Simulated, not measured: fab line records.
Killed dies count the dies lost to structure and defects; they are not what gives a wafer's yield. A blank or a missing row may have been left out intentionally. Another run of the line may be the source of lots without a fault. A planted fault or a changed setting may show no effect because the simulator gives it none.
Which tool did it? / flow n5_finfet / 28 wafers from 10 lots sampled at 5 of the route's 1938 steps

WHAT EACH GAUGE READ, for each wafer
N5_START_INSPECT_01: inspects for defects (unpatterned scan). Usual: raw_defect_count at 5.8, with a standard deviation of 2.4.
lot=L993; measured=day 1 12:02; on=defect_inspect-02; raw_defect_count=7 3 3; flag=
lot=L995; measured=day 2 00:02; on=defect_inspect-01; raw_defect_count=2 6 4; flag=
lot=L101; measured=day 3 12:02; on=defect_inspect-02; raw_defect_count=3 3 5; flag=
lot=L102; measured=day 3 18:02; on=defect_inspect-02; raw_defect_count=6 5 1; flag=
lot=L103; measured=day 4 00:02; on=defect_inspect-02; raw_defect_count=5 6 5; flag=
lot=L104; measured=day 4 06:02; on=defect_inspect-01; raw_defect_count=4 5 7; flag=
lot=L105; measured=day 4 12:02; on=defect_inspect-01; raw_defect_count=5 4 3; flag=
lot=L106; measured=day 4 18:02; on=defect_inspect-02; raw_defect_count=5 7 4; flag=
lot=L112; measured=day 6 06:02; on=defect_inspect-02; raw_defect_count=0 5 4; flag=
lot=L114; measured=day 6 18:02; on=defect_inspect-02; raw_defect_count=4; flag=

N5_FIN_SAQP_THK_MEAS_05. Usual: thk_nm at 38.0 nm, with a standard deviation of 0.53.
lot=L993; measured=day 1 21:21; on=film_metro-02; thk_nm (nm)=37.4 38.1 38.3; flag=
lot=L995; measured=day 2 10:20; on=film_metro-02; thk_nm (nm)=38.1 38.2 38.3; flag=
lot=L101; measured=day 3 20:40; on=film_metro-01; thk_nm (nm)=38.2 38.3 39.4; flag=
lot=L102; measured=day 4 04:30; on=film_metro-02; thk_nm (nm)=38.3 38.0 38.5; flag=
lot=L103; measured=day 4 09:50; on=film_metro-01; thk_nm (nm)=37.6 37.6 38.3; flag=
lot=L104; measured=day 4 17:43; on=film_metro-02; thk_nm (nm)=38.0 38.5 38.5; flag=
lot=L105; measured=day 4 21:29; on=film_metro-02; thk_nm (nm)=38.0 37.7 38.2; flag=
lot=L106; measured=day 5 04:23; on=film_metro-01; thk_nm (nm)=37.9 37.9 38.8; flag=
lot=L112; measured=day 6 15:50; on=film_metro-02; thk_nm (nm)=37.1 37.7 38.1; flag=
lot=L114; measured=day 7 03:28; on=film_metro-02; thk_nm (nm)=38.0; flag=

N5_BEOL_M4_RC_MEAS_101. Usual: DIBL_N 36.0 mV/V, standard deviation 1.9; DIBL_P 35.6 mV/V, standard deviation 2.2; IOFF_N 0.15 nA/um, standard deviation 0.031; IOFF_P 0.19 nA/um, standard deviation 0.032; ION_N 668 uA/um, standard deviation 11; ION_P 455 uA/um, standard deviation 7.2; SS_N 71.5 mV/dec, standard deviation 0.65; SS_P 73.4 mV/dec, standard deviation 0.64; VT_N 251 mV, standard deviation 3.6; VT_P -253 mV, standard deviation 3.3.
lot=L993; measured=day 8 22:11; on=prober-01; DIBL_N (mV/V)=36.4 35.7 37.5; DIBL_P (mV/V)=35.6 34.2 36.3; IOFF_N (nA/um)=0.15 0.14 0.17; IOFF_P (nA/um)=0.21 0.19 0.22; ION_N (uA/um)=671 664 675; ION_P (uA/um)=461 460 457; SS_N (mV/dec)=70.7 70.1 71.0; SS_P (mV/dec)=73.6 73.3 73.7; VT_N (mV)=249 251 250; VT_P (mV)=-249 -251 -250; flag=
lot=L995; measured=day 9 06:52; on=prober-01; DIBL_N (mV/V)=34.8 36.2 36.5; DIBL_P (mV/V)=34.5 35.2 35.6; IOFF_N (nA/um)=0.13 0.15 0.15; IOFF_P (nA/um)=0.17 0.17 0.17; ION_N (uA/um)=647 663 655; ION_P (uA/um)=445 453 441; SS_N (mV/dec)=71.1 70.9 71.8; SS_P (mV/dec)=72.7 72.5 73.5; VT_N (mV)=252 254 251; VT_P (mV)=-253 -253 -254; flag=
lot=L101; measured=day 11 08:01; on=prober-02; DIBL_N (mV/V)=34.0 34.2 32.9; DIBL_P (mV/V)=33.2 32.6 32.8; IOFF_N (nA/um)=0.12 0.12 0.11; IOFF_P (nA/um)=0.19 0.17 0.17; ION_N (uA/um)=650 660 665; ION_P (uA/um)=452 453 458; SS_N (mV/dec)=71.2 71.1 71.4; SS_P (mV/dec)=72.7 72.7 72.7; VT_N (mV)=255 257 254; VT_P (mV)=-251 -255 -254; flag=
lot=L102; measured=day 12 13:13; on=prober-02; DIBL_N (mV/V)=33.7 35.4 32.5; DIBL_P (mV/V)=33.8 35.8 33.3; IOFF_N (nA/um)=0.13 0.15 0.12; IOFF_P (nA/um)=0.17 0.20 0.17; ION_N (uA/um)=657 668 651; ION_P (uA/um)=458 461 450; SS_N (mV/dec)=71.4 71.9 71.5; SS_P (mV/dec)=72.4 73.1 72.8; VT_N (mV)=254 248 256; VT_P (mV)=-252 -252 -252; flag=
lot=L103; measured=day 13 00:28; on=prober-01; DIBL_N (mV/V)=33.1 33.8 32.3; DIBL_P (mV/V)=33.0 33.7 31.0; IOFF_N (nA/um)=0.11 0.12 0.10; IOFF_P (nA/um)=0.17 0.17 0.14; ION_N (uA/um)=663 661 658; ION_P (uA/um)=455 454 449; SS_N (mV/dec)=70.5 71.3 70.5; SS_P (mV/dec)=72.5 73.3 73.1; VT_N (mV)=251 250 255; VT_P (mV)=-254 -253 -256; flag=
lot=L104; measured=day 13 04:21; on=prober-02; DIBL_N (mV/V)=33.7 33.0 34.4; DIBL_P (mV/V)=31.6 31.3 33.1; IOFF_N (nA/um)=0.12 0.12 0.13; IOFF_P (nA/um)=0.15 0.15 0.17; ION_N (uA/um)=657 653 658; ION_P (uA/um)=449 451 456; SS_N (mV/dec)=70.3 70.8 70.9; SS_P (mV/dec)=73.2 72.9 73.0; VT_N (mV)=254 254 253; VT_P (mV)=-255 -258 -253; flag=
lot=L105; measured=day 13 07:22; on=prober-01; DIBL_N (mV/V)=38.7 37.5 37.1; DIBL_P (mV/V)=37.3 35.6 35.4; IOFF_N (nA/um)=0.17 0.15 0.15; IOFF_P (nA/um)=0.22 0.19 0.18; ION_N (uA/um)=674 672 659; ION_P (uA/um)=461 454 446; SS_N (mV/dec)=71.9 72.2 71.0; SS_P (mV/dec)=74.7 73.6 73.3; VT_N (mV)=250 251 256; VT_P (mV)=-250 -251 -255; flag=
lot=L106; measured=day 13 16:12; on=prober-02; DIBL_N (mV/V)=36.9 36.6 38.0; DIBL_P (mV/V)=37.9 38.0 38.5; IOFF_N (nA/um)=0.18 0.16 0.20; IOFF_P (nA/um)=0.21 0.20 0.22; ION_N (uA/um)=683 668 685; ION_P (uA/um)=459 453 461; SS_N (mV/dec)=71.5 71.7 71.9; SS_P (mV/dec)=73.2 73.3 74.0; VT_N (mV)=246 252 247; VT_P (mV)=-253 -250 -250; flag=
lot=L112; measured=day 14 19:54; on=prober-01; DIBL_N (mV/V)=37.3 36.7 38.7; DIBL_P (mV/V)=36.5 35.3 39.4; IOFF_N (nA/um)=0.17 0.15 0.21; IOFF_P (nA/um)=0.20 0.18 0.25; ION_N (uA/um)=679 665 686; ION_P (uA/um)=457 451 462; SS_N (mV/dec)=71.4 72.2 72.4; SS_P (mV/dec)=73.6 72.7 73.9; VT_N (mV)=247 250 243; VT_P (mV)=-251 -253 -251; flag=
lot=L114; measured=day 14 13:58; on=prober-02; DIBL_N (mV/V)=38.4; DIBL_P (mV/V)=38.5; IOFF_N (nA/um)=0.20; IOFF_P (nA/um)=0.25; ION_N (uA/um)=679; ION_P (uA/um)=460; SS_N (mV/dec)=72.8; SS_P (mV/dec)=73.9; VT_N (mV)=247; VT_P (mV)=-249; flag=

TOOL THAT RAN EACH LOT (tool first, then ch and the chambers of the sampled wafers, then the start)
lot=L993; N5_ZERO_LAYER_EXPOSE_08=krf_scanner-02 ch 0, day 1 12:36; N5_ZERO_LAYER_ETCH_17=rie_diel-05 ch 1,3, day 1 12:50
lot=L995; N5_ZERO_LAYER_EXPOSE_08=krf_scanner-02 ch 0, day 2 00:37; N5_ZERO_LAYER_ETCH_17=rie_diel-03 ch 1,3, day 2 01:11
lot=L101; N5_ZERO_LAYER_EXPOSE_08=krf_scanner-02 ch 0, day 3 12:29; N5_ZERO_LAYER_ETCH_17=rie_diel-05 ch 2,3, day 3 12:47
lot=L102; N5_ZERO_LAYER_EXPOSE_08=krf_scanner-01 ch 0, day 3 18:35; N5_ZERO_LAYER_ETCH_17=rie_diel-03 ch 1,3, day 3 18:50
lot=L103; N5_ZERO_LAYER_EXPOSE_08=krf_scanner-01 ch 0, day 4 00:29; N5_ZERO_LAYER_ETCH_17=rie_diel-02 ch 0,1,3, day 4 00:43
lot=L104; N5_ZERO_LAYER_EXPOSE_08=krf_scanner-02 ch 0, day 4 06:47; N5_ZERO_LAYER_ETCH_17=rie_diel-03 ch 1,2,3, day 4 07:02
lot=L105; N5_ZERO_LAYER_EXPOSE_08=krf_scanner-02 ch 0, day 4 12:28; N5_ZERO_LAYER_ETCH_17=rie_diel-05 ch 0,2,3, day 4 12:43
lot=L106; N5_ZERO_LAYER_EXPOSE_08=krf_scanner-02 ch 0, day 4 18:28; N5_ZERO_LAYER_ETCH_17=rie_diel-05 ch 0,2, day 4 18:43
lot=L112; N5_ZERO_LAYER_EXPOSE_08=krf_scanner-02 ch 0, day 6 06:35; N5_ZERO_LAYER_ETCH_17=rie_diel-02 ch 0,2,3, day 6 06:50
lot=L114; N5_ZERO_LAYER_EXPOSE_08=krf_scanner-02 ch 0, day 6 18:28; N5_ZERO_LAYER_ETCH_17=rie_diel-02 ch 0, day 6 18:43
- N5_ZERO_LAYER_EXPOSE_08: exposes mask ZERO, defocus 0 nm, target cd 2000 nm.
- N5_ZERO_LAYER_ETCH_17: etches SiO2 in CF4, target depth 12 nm, time 13.3 s.

WHAT THE TOOLS THEMSELVES READ (means of the sampled wafers that have a number; where no wafer has one, the mark that the record gives instead)
N5_ZERO_LAYER_EXPOSE_08. Usual: exposure_dose_mJ_cm2 at 16.190, with a standard deviation of 0.015.
lot=L993 tool=krf_scanner-02 exposure_dose_mJ_cm2=16.182 flag=
lot=L995 tool=krf_scanner-02 exposure_dose_mJ_cm2=16.191 flag=
lot=L101 tool=krf_scanner-02 exposure_dose_mJ_cm2=16.182 flag=
lot=L102 tool=krf_scanner-01 exposure_dose_mJ_cm2=16.201 flag=
lot=L103 tool=krf_scanner-01 exposure_dose_mJ_cm2=16.206 flag=
lot=L104 tool=krf_scanner-02 exposure_dose_mJ_cm2=16.197 flag=
lot=L105 tool=krf_scanner-02 exposure_dose_mJ_cm2=16.169 flag=
lot=L106 tool=krf_scanner-02 exposure_dose_mJ_cm2=16.197 flag=
lot=L112 tool=krf_scanner-02 exposure_dose_mJ_cm2=16.183 flag=
lot=L114 tool=krf_scanner-02 exposure_dose_mJ_cm2=16.123 flag=OFF

N5_ZERO_LAYER_ETCH_17. Usual: value, then standard deviation, for each; chamber_pressure_mTorr 40.00 mTorr / 0.034; drypump_motor_current_A 5.5 A / 0.47; mfc_ar_sccm 100.0 sccm / 0.32; oes_product_au 0.75 a.u. / 0.076; rf_vpp_V 950 V / 4.7; showerhead_plenum_p_Torr 2.16 Torr / 0.068; throttle_valve_pct 15.59 % / 0.17.
lot=L993; tool=rie_diel-05; chamber_pressure_mTorr (mTorr)=40.02; drypump_motor_current_A (A)=5.1; mfc_ar_sccm (sccm)=100.1; oes_product_au (a.u.)=0.82; rf_vpp_V (V)=954; showerhead_plenum_p_Torr (Torr)=2.23; throttle_valve_pct (%)=15.49; flag=
lot=L995; tool=rie_diel-03; chamber_pressure_mTorr (mTorr)=40.00; drypump_motor_current_A (A)=5.9; mfc_ar_sccm (sccm)=100.2; oes_product_au (a.u.)=0.77; rf_vpp_V (V)=949; showerhead_plenum_p_Torr (Torr)=2.15; throttle_valve_pct (%)=15.47; flag=
lot=L101; tool=rie_diel-05; chamber_pressure_mTorr (mTorr)=39.99; drypump_motor_current_A (A)=5.4; mfc_ar_sccm (sccm)=100.3; oes_product_au (a.u.)=0.69; rf_vpp_V (V)=946; showerhead_plenum_p_Torr (Torr)=2.10; throttle_valve_pct (%)=15.70; flag=
lot=L102; tool=rie_diel-03; chamber_pressure_mTorr (mTorr)=40.02; drypump_motor_current_A (A)=5.9; mfc_ar_sccm (sccm)=100.0; oes_product_au (a.u.)=0.76; rf_vpp_V (V)=948; showerhead_plenum_p_Torr (Torr)=2.14; throttle_valve_pct (%)=15.51; flag=
lot=L103; tool=rie_diel-02; chamber_pressure_mTorr (mTorr)=40.01; drypump_motor_current_A (A)=5.8; mfc_ar_sccm (sccm)=100.5; oes_product_au (a.u.)=0.76; rf_vpp_V (V)=947; showerhead_plenum_p_Torr (Torr)=2.12; throttle_valve_pct (%)=15.65; flag=
lot=L104; tool=rie_diel-03; chamber_pressure_mTorr (mTorr)=40.01; drypump_motor_current_A (A)=5.7; mfc_ar_sccm (sccm)=100.0; oes_product_au (a.u.)=0.75; rf_vpp_V (V)=950; showerhead_plenum_p_Torr (Torr)=2.16; throttle_valve_pct (%)=15.49; flag=
lot=L105; tool=rie_diel-05; chamber_pressure_mTorr (mTorr)=39.99; drypump_motor_current_A (A)=5.3; mfc_ar_sccm (sccm)=99.8; oes_product_au (a.u.)=0.71; rf_vpp_V (V)=946; showerhead_plenum_p_Torr (Torr)=2.12; throttle_valve_pct (%)=15.76; flag=
lot=L106; tool=rie_diel-05; chamber_pressure_mTorr (mTorr)=40.01; drypump_motor_current_A (A)=5.6; mfc_ar_sccm (sccm)=99.9; oes_product_au (a.u.)=0.70; rf_vpp_V (V)=945; showerhead_plenum_p_Torr (Torr)=2.09; throttle_valve_pct (%)=15.84; flag=
lot=L112; tool=rie_diel-02; chamber_pressure_mTorr (mTorr)=39.99; drypump_motor_current_A (A)=5.5; mfc_ar_sccm (sccm)=100.0; oes_product_au (a.u.)=0.73; rf_vpp_V (V)=949; showerhead_plenum_p_Torr (Torr)=2.16; throttle_valve_pct (%)=15.57; flag=
lot=L114; tool=rie_diel-02; chamber_pressure_mTorr (mTorr)=40.02; drypump_motor_current_A (A)=5.0; mfc_ar_sccm (sccm)=99.5; oes_product_au (a.u.)=0.70; rf_vpp_V (V)=951; showerhead_plenum_p_Torr (Torr)=2.21; throttle_valve_pct (%)=15.48; flag=

THE ANSWER, worked out from the rows above alone
Rule: take the mean of a lot's wafers that have a number; if it is more than 3 standard deviations from the usual mean, the lot is off. A lot without any number at a reading at which 4 lots or more have one is off too. Where the step has rows for the other lots, those lots are counted as sound. After the gauges, taken in route order, come the tools' own readings; for these a lot's mean is taken, as printed above. The first step at which some lot is off is used, and at that step the reading that is off furthest; a lot without a number counts as furthest.
Off: L114 (N5_ZERO_LAYER_EXPOSE_08, exposure_dose_mJ_cm2).
A tool fits if, at that step or a process step before it, it ran every lot that is off, and no sound lot after the first of them. One fits: N5_ZERO_LAYER_EXPOSE_08 on krf_scanner-02. Its last sound lot is L112 (day 6 06:35), its first lot that is off L114 (day 6 18:28): a fault that began between those two fits.
On the lots that are off, the tool's own readings at N5_ZERO_LAYER_EXPOSE_08 differ by more than 5 times the standard deviation of the sound lots' means, which bears it out; exposure_dose_mJ_cm2 reads 16.123 there versus 16.190 on the sound lots.

WHAT THE SIMULATOR HAD INSERTED
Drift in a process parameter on krf_scanner-02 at N5_ZERO_LAYER_EXPOSE_08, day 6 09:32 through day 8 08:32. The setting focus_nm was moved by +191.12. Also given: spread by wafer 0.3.
Shown lots that were struck: L114. Same finding as the rule above.
